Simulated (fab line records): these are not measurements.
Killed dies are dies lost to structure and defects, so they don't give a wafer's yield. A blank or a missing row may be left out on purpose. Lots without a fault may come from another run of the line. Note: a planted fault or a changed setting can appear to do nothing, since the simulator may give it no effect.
8D (eight disciplines) problem report, filled in by code    flow nand harc    the parts of the form that need people (team, actions taken, sign-off) are left out

## 1. THE PROBLEM
Wafers with no fault read 90.0 nm with a standard deviation of 0.64, whereas cd nm at NHARC_P_M0_CD_MEAS_09 reads a mean of 78.8 nm on 1 wafer of 1 lot. Relative to the usual mean, that is a shift of -18 standard deviations.
The step: target cd 90 nm.
First seen on wafer L339.1, day 14 07:49, on cd sem-02. At this step, 39 wafers from 13 lots have a number in the record. The rule behind "out" and "out of limits": a value lying over 4 standard deviations away from the usual mean. The rest of the wafers with a number are treated as sound.

## 2. WHAT IT IS; WHAT IT IS NOT
question                     is                 is not
which readings at this step  cd nm              -
which lots                   L339               L319, L320, L322, L323, L324, L325, L326, L327, L328, L329, L330, L331
which wafers of those lots   L339.1             L339.2, L339.3
read on which gauges         cd sem-02          cd sem-01, cd sem-03
when                         from day 14 07:49  up to then (38 sound wafers)

## 3. WHAT RULES OUT EACH SUSPECT
Counting: any tool at a process step up to the reading remains a suspect provided it ran every lot that is out. Sound lots after the first of them don't rule it out here, since some wafers of a struck lot are sound.
- the gauge at NHARC_P_M0_CD_MEAS_09 has been ruled out. All the wafers that are out were read on cd sem-02, but those of them that NHARC_P_M0_PEB_07 has rows for are out there too, on other tools.
- rie diel-01 at NHARC_P_CONTACT_ETCH_35 (etches the open film in CF4, target depth 39 nm, time 65 s): kept. L339, the lot that is out, went through it at day 14 03:07; up to then, the latest sound lot through it was L331 at day 11 03:34.
- rie diel-01 at NHARC_P_CONTACT_ETCH_36 (etches the open film in N2/H2, target depth 260 nm, time 406.25 s): kept. L339, the lot that is out, went through it at day 14 07:44; up to then, the latest sound lot through it was L331 at day 11 07:16. With no start given for some of its lots, NHARC_P_CONTACT_ETCH_36 uses the hours and lot order of NHARC_P_M0_PEB_07.
- litho track-01 at NHARC_P_M0_PEB_07 (peb time 65 s): kept. L339, the lot that is out, went through it at day 14 07:44; up to then, the latest sound lot through it was L331 at day 11 07:16. On those wafers its own readings are out: heater power total W.
- In rie diel-01 at NHARC_P_CONTACT_ETCH_35, the wafers that are out were processed in chamber 1 and their sound lot-mates in chambers 2, 3.
- In rie diel-01 at NHARC_P_CONTACT_ETCH_36, the wafers that are out were processed in chamber 0 and their sound lot-mates in chambers 2, 3.
rie diel-01 at NHARC_P_CONTACT_ETCH_35, rie diel-01 at NHARC_P_CONTACT_ETCH_36 and litho track-01 at NHARC_P_M0_PEB_07 are what is left after counting.

## 4. THE CAUSE (what the simulator had put in)
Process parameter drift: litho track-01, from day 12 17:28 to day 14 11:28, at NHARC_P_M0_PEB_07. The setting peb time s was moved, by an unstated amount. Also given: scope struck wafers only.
3 suspects survive the count, and this tool is in that group.

## 5. THE CHAIN OF EFFECTS, in route order
One row per reading whose mean, taken over the struck wafers that have a number, lies over 3 standard deviations from the usual. Only readings for which the record gives a usual standard deviation are gone through. hours: the time from each lot's start at the first step in this table that gives one to its start at this step, as a median over the lots. sigmas: the change in usual standard deviations.
hours  step                   reading               usual    on struck wafers  change  sigmas
0      NHARC_P_M0_PEB_07      heater power total W  156.6 W  184.4             +27.8   +66
0      NHARC_P_M0_CD_MEAS_09  cd nm                 90.0 nm  78.8              -11.2   -18
1      NHARC_P_M0_CD_MEAS_16  cd nm                 90.0 nm  78.5              -11.5   -15
Process steps it contains:
- NHARC_P_M0_PEB_07: peb time 65 s.
Later measuring or inspecting steps at which every struck wafer that the step has a row for has a number for every such reading, and none has moved that far: NHARC_P_M0_INSPECT_11.

## 6. WHAT WOULD HAVE CAUGHT IT SOONER
The first out-of-limits reading at a measuring or inspecting step in this record came at day 14 07:49, 38 hours after the fault's start at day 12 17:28.
The tool's own readings at NHARC_P_M0_PEB_07 were out on every struck wafer that the step has a row for (heater power total W): an alarm limit on them would have fired on the first of those.
Lots out: 1; all had begun NHARC_P_M0_PEB_07 on litho track-01 by day 14 07:49. Holding the tool at that point would not have protected any of them.
